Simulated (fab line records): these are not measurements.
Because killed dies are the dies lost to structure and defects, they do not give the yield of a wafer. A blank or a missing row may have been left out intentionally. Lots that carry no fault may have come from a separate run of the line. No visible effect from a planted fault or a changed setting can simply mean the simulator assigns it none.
Split-lot trial | flow n5-finfet | 21 wafers read from 7 lots, route of 1938 steps

== THE SPLIT ITSELF ==
At N5_PASSIVATION_PASS_ETCH_47 (etches SiNx in CF4/O2, target depth 770 nm, time 385 s), the setting time-s was moved away from the recipe's 385 s on 7 of the 21 wafers read, by -17.4% to +14.9%. For the rest of the wafers, this setting stayed at what the recipe calls for.

The reading is taken at the split's own step.

== THE READING ==
etch.depth-nm (the simulator's own value, which no gauge read), in nm, at N5_PASSIVATION_PASS_ETCH_47 (etches SiNx in CF4/O2, target depth 770 nm, time 385 s). There is no usual value for it anywhere in the file. Average 771.8 nm, standard deviation 19 nm, over the 14 wafers here run with the recipe.

wafer  | tool, chamber at the split | time-s as run, s | against the recipe | etch.depth-nm, nm | against lot-mates on the recipe
L081.1 | rie-diel-04, 2             | 441.4            | +14.6%             | 950.3             | +194.9
L081.3 | rie-diel-04, 3             | 441.4            | +14.6%             | 913               | +157.6
L081.4 | rie-diel-04, 0             | 385              | recipe             | 755.4             | -
L080.1 | rie-diel-01, 2             | 385              | recipe             | 762.1             | -
L080.2 | rie-diel-01, 0             | 385              | recipe             | 775.3             | -
L080.5 | rie-diel-01, 3             | 385              | recipe             | 764.1             | -
L090.1 | rie-diel-01, 1             | 385              | recipe             | 768.3             | -
L090.5 | rie-diel-01, 3             | 317.9            | -17.4%             | 636.3             | -132.0
L090.6 | rie-diel-01, 0             | 317.9            | -17.4%             | 622.9             | -145.4
L091.2 | rie-diel-01, 0             | 385              | recipe             | 766.9             | -
L091.5 | rie-diel-01, 2             | 385              | recipe             | 763.5             | -
L091.6 | rie-diel-01, 1             | 385              | recipe             | 774               | -
L093.2 | rie-diel-03, 1             | 385              | recipe             | 812               | -
L093.5 | rie-diel-03, 2             | 442.2            | +14.9%             | 916               | +104.0
L093.6 | rie-diel-03, 3             | 442.2            | +14.9%             | 870.6             | +58.6
L096.1 | rie-diel-04, 2             | 385              | recipe             | 815               | -
L096.2 | rie-diel-04, 0             | 385              | recipe             | 747.3             | -
L096.3 | rie-diel-04, 1             | 385              | recipe             | 758.1             | -
L097.2 | rie-diel-01, 0             | 385              | recipe             | 768               | -
L097.4 | rie-diel-01, 1             | 385              | recipe             | 775.1             | -
L097.6 | rie-diel-01, 2             | 439.5            | +14.2%             | 859.1             | +87.6

THE FIT
A straight line over all 21 wafers: etch.depth-nm changes by +8.59 nm for each +1% of time-s; r = +0.96; the points scatter about the line by 23 nm.
The same after taking each lot's own level away (the mean of its wafers on the recipe; 21 wafers): +8.12 nm for each +1%; r = +0.94; scatter 28 nm.
That fit puts the effect of the largest move of time-s on the reading at 1.4e+02 nm.
The span of the lots' own levels, 755.40 to 812.00 nm, comes to 3.0 times the standard deviation stated above.
The two slopes are in agreement: the lot-to-lot level therefore moves the slope only a little.
Check: for one of the wafers moved furthest among these (-17.4%), held out of the fit, the line's prediction against its lot-mates is -144 nm. It came out at -132 nm against them.

== THESE WAFERS: OTHER SPLITS ==
Before the reading, these wafers also passed through other splits. Each is held against what the fit with the lots' levels taken away leaves over:
other split on the same wafers             | wafers away from the commonest value | r with etch.depth-nm (lot level and that fit taken away)
N5_BEOL_M13_EXPOSE_07 dose-mj              | 7                                    | +0.11
N5_BEOL_M14_EXPOSE_25 dose-mj              | 8                                    | -0.01
N5_BEOL_M14_DESCUM_33 time-s               | 5                                    | +0.18
N5_BEOL_M15_SPUTTER_44 power-w             | 4                                    | -0.19
N5_MIM_BOT_LITHO_EXPOSE_05 dose-mj         | 7                                    | -0.23
N5_MIM_BOT_LITHO_DEVELOP_07 develop-time-s | 9                                    | +0.29

== THE FILE'S OWN FIT ==
etch.depth-nm changes by +7.93 nm for each +1% of time-s, r = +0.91.
